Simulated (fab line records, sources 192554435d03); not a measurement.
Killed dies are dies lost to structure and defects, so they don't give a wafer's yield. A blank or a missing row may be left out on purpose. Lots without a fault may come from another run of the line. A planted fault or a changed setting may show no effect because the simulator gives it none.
fab line records | flow n5_finfet
record lots=7 wafers=39
route steps=1938 shown WELL_APT@47 FIN_SAQP@120 STI_FIN_REVEAL@183 DUMMY_GATE@228 SD_EPI_N@293 HKMG_FIN@421 GATE_CUT@469 MOL_CONTACT_COAG@586 BEOL_M4@1111
start_h: hours from the record's first day to the start of the lot's first wafer shown | wait_h: hours since the lot's step before | " the same as in the row above | L1.1+2: a row that stands for several wafers | - no value, or no start given | * or withheld: withheld | < > ~ a bound
route shown NAME@n: a module of which the file shows steps, and the number in the route of the first | usual: mean/standard deviation of fault-free wafers | same: alike in all rows | chamber/n: place in a boat | sites: the reading at each site | _std_site: their standard deviation | _edge_site: outer sites' mean less inner sites' | radius_mm: how far each site lies from the wafer's centre | mask NAME#n: copy n | behind: the tool/chamber that last shaped the wafer | hold: why the lot was held/for how many hours/how that ended | device: the transistor (n, p or np) that didn't switch | end of line: the same wafers' tests at the end of the route | a step without rows: its recipe alone | killed: dies lost to structure and defects at the first sort, not the wafer's yield | map: a wafer's dies, x killed, . not, _ none there
set.NAME: the setting as run; set.NAME@STEP: as run at that earlier step | model.NAME: the simulator's own value behind a step, which no gauge read
lots whose settings were changed on purpose; a table a step, a row a wafer
## steps
# step N5_WELL_APT_IMPLANT_31
# recipe species=B energy_kev=60 dose_cm2=1.5e+13 tilt_deg=0 rotation_deg=0
# step N5_FIN_SAQP_MANDREL_ETCH_22
# recipe target_depth_a=600 chemistry=HBr/Cl2 target=a-Si stop_on=SiNx bt_time_s=10 over_etch_frac=0.5 time_s=30 pressure_mtorr=10 icp_w=800 bias_w=75 HBr_flow_sccm=150 Cl2_flow_sccm=80 ends=end_point
# step N5_FIN_SAQP_FIN_ETCH_36
# recipe chemistry=HBr/Cl2/O2 target_depth_a=1200 mask_material=SiNx time_s=50.4 bias_w=102 pressure_mtorr=10 icp_w=800 HBr_flow_sccm=150 Cl2_flow_sccm=80 O2_flow_sccm=12
# step N5_STI_FIN_REVEAL_ALD_00
# recipe material=SiO2 target_thk_a=10 temp_c=300 ald_precursor_family=BDEAS ald_co_reactant=O2-plasma pulse_time_s=1 pressure_torr=2
# step N5_DUMMY_GATE_EXPOSE_12
# recipe mask_id=GATE na=0.33 source_shape=annular sigma_inner=0.2 sigma_outer=0.6 polarization=unpolarized target_cd_nm=25 dose_mj=34
# step N5_SD_EPI_N_LINER_46
# recipe material=SiNx target_thk_a=30 temp_c=400 ald_precursor_family=SiH2I2 ald_co_reactant=N2/H2-plasma pressure_torr=2
# step N5_HKMG_FIN_PWFM_ALD_03
# recipe material=TiN target_thk_a=20 temp_c=400 ald_precursor_family=TiCl4 ald_co_reactant=NH3 pulse_time_s=1 purge_time_s=3 co_reactant_purge_time_s=2 co_reactant_pulse_time_s=2 ald_cycles=91 pressure_torr=3
# step N5_HKMG_FIN_ETCH_67
# recipe chemistry=N2/H2 target=SOC target_depth_a=3889 stop_on=TiN ion_energy_ev=100 bias_w=61 pressure_mtorr=30 source_w=850 n2_flow_sccm=200 h2_flow_sccm=200
# step N5_GATE_CUT_ETCH_58
# recipe chemistry=CH3F/O2 target=SiNx target_depth_a=170 time_s=128.6 ion_energy_ev=50 pressure_mtorr=30 source_w=415 bias_w=21 Ar_flow_sccm=150 CH3F_flow_sccm=30 O2_flow_sccm=20
# step N5_MOL_CONTACT_COAG_VIA_ETCH_46
# recipe chemistry=C4F6/O2 target_depth_a=460 overetch_a=92 mask_material=SOC target=SiO2 bias_w=455 pressure_mtorr=10 time_s=40 source_w=325 Ar_flow_sccm=300 C4F6_flow_sccm=10 O2_flow_sccm=10 ion_energy_ev=575.3 ends=end_point
# step N5_BEOL_M4_RC_MEAS_101
# usual RS_PWELL=3007/24
# columns lot.wafer tool chamber start_h wait_h set.energy_kev@WELL_APT_IMPLANT_31 set.target_depth_a@FIN_SAQP_MANDREL_ETCH_22 set.bias_w@FIN_SAQP_FIN_ETCH_36 set.target_thk_a@STI_FIN_REVEAL_ALD_00 set.dose_mj@DUMMY_GATE_EXPOSE_12 set.target_thk_a@SD_EPI_N_LINER_46 set.co_reactant_pulse_time_s@HKMG_FIN_PWFM_ALD_03 set.target_depth_a@HKMG_FIN_ETCH_67 set.bias_w@GATE_CUT_ETCH_58 set.bias_w@MOL_CONTACT_COAG_VIA_ETCH_46 RS_PWELL[ohm/sq]
L074.1 prober-01 0 164.54 0.0 60 545.6 102 9.086 35.27 30 2 3889 23.69 401.8 2980
L074.2 " 0 " " 60 600 102 9.086 35.27 30 2 3889 21 455 3012
L074.3 " 0 " " 60 600 102 9.086 34 30 2 3889 23.69 401.8 3007
L074.4 " 0 " " 60 545.6 102 10 35.27 30 2 3889 21 455 3006
L074.5 " 0 " " 60 600 102 10 34 30 2 3889 23.69 455 3015
L074.6 " 0 " " 60 545.6 102 10 34 30 2 3889 21 401.8 3004
L086.1 prober-01 0 247.29 0.0 60 568.2 117.7 10.61 34 30 2 4327 21 521.9 2979
L086.2 " 0 " " 60 600 102 10.61 34 30 2.411 3889 21 455 2978
L086.3 " 0 " " 60 600 117.7 10 34.69 30 2 3889 18.53 521.9 2993
L086.4 " 0 " " 60 600 102 10.61 34.69 30 2 4327 18.53 455 2989
L086.5 " 0 " " 60 568.2 102 10 34.69 30 2.411 3889 21 521.9 2991
L086.6 " 0 " " 60 568.2 117.7 10 34 30 2.411 4327 18.53 455 2969
L087.1 prober-02 0 253.67 0.0 60 600 102 10 34 30 2 3889 21 455 3055
L087.2 " 0 " " 60 600 102 10 34 30 2 3889 21 455 3037
L087.3 " 0 " " 60 600 102 10 34 30 2 3889 21 455 3028
L089.1 prober-01 0 264.37 0.1 60 600 102 9.203 34 30 2.149 4333 21 410.5 2996
L089.2 " 0 " " 60 558.8 102 9.203 34.96 30 2 3889 21 410.5 2993
L089.3 " 0 " " 60 558.8 91.81 9.203 34 30 2.149 3889 21 455 2954
L089.4 " 0 " " 60 600 91.81 10 34 30 2 3889 21 455 2998
L089.5 " 0 " " 60 558.8 102 10 34.96 30 2.149 4333 21 410.5 2971
L089.6 " 0 " " 60 600 91.81 10 34.96 30 2 4333 21 455 2978
L093.1 prober-02 0 281.12 0.0 60 600 89.67 9.154 34 30 1.708 3889 17.02 455 3032
L093.2 " 0 " " 55.88 600 102 10 32.99 30 2 3451 21 455 3103
L093.3 " 0 " " 60 600 102 9.154 34 25.83 2 3451 17.02 382.4 3015
L093.4 " 0 " " 55.88 629.5 89.67 9.154 32.99 25.83 2 3889 17.02 455 3117
L093.5 " 0 " " 60 629.5 89.67 10 32.99 25.83 1.708 3451 21 382.4 3030
L093.6 " 0 " " 55.88 629.5 102 10 34 30 1.708 3889 21 382.4 3145
L096.1 prober-01 0 306.25 0.0 60 656.5 102 10 34 30 2.324 4239 19.6 455 2999
L096.2 " 0 " " 60 656.5 119.3 11.09 34.7 30 2.324 4239 21 402.3 3004
L096.3 " 0 " " 60 600 102 10 34.7 30 2 4239 19.6 455 3010
L096.4 " 0 " " 60 656.5 119.3 10 34 30 2 3889 21 455 2996
L096.5 " 0 " " 60 600 119.3 11.09 34.7 30 2 3889 19.6 402.3 2975
L096.6 " 0 " " 60 600 102 11.09 34 30 2.324 3889 21 402.3 3002
L097.1 prober-02 0 306.35 0.0 60 600 84.19 10 34 28.08 2 3889 21 455 3009
L097.2 " 0 " " 60 528.6 102 11.26 34 28.08 2 3889 21 409.1 2973
L097.3 " 0 " " 55.74 600 102 11.26 34 30 2 3889 21 455 3101
L097.4 " 0 " " 60 528.6 102 10 34 30 2 3421 21 455 3005
L097.5 " 0 " " 55.74 600 84.19 11.26 34 28.08 2 3421 21 409.1 3099
L097.6 " 0 " " 55.74 528.6 84.19 10 34 30 2 3421 21 409.1 3112
## key
split step=N5_WELL_APT_IMPLANT_31 setting=energy_kev stated_as=60
response step=N5_BEOL_M4_RC_MEAS_101 reading=RS_PWELL slope=-13.9 per=1% together_with=all explained=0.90
split step=N5_FIN_SAQP_MANDREL_ETCH_22 setting=target_depth_a stated_as=600
response none clear
split step=N5_FIN_SAQP_FIN_ETCH_36 setting=bias_w stated_as=102
response none clear
split step=N5_STI_FIN_REVEAL_ALD_00 setting=target_thk_a stated_as=10
response none clear
split step=N5_DUMMY_GATE_EXPOSE_12 setting=dose_mj stated_as=34
response none clear
split step=N5_SD_EPI_N_LINER_46 setting=target_thk_a stated_as=30
response none clear
split step=N5_HKMG_FIN_PWFM_ALD_03 setting=co_reactant_pulse_time_s stated_as=2
response none clear
split step=N5_HKMG_FIN_ETCH_67 setting=target_depth_a stated_as=3889
response none clear
split step=N5_GATE_CUT_ETCH_58 setting=bias_w stated_as=21
response none clear
split step=N5_MOL_CONTACT_COAG_VIA_ETCH_46 setting=bias_w stated_as=455
response none clear
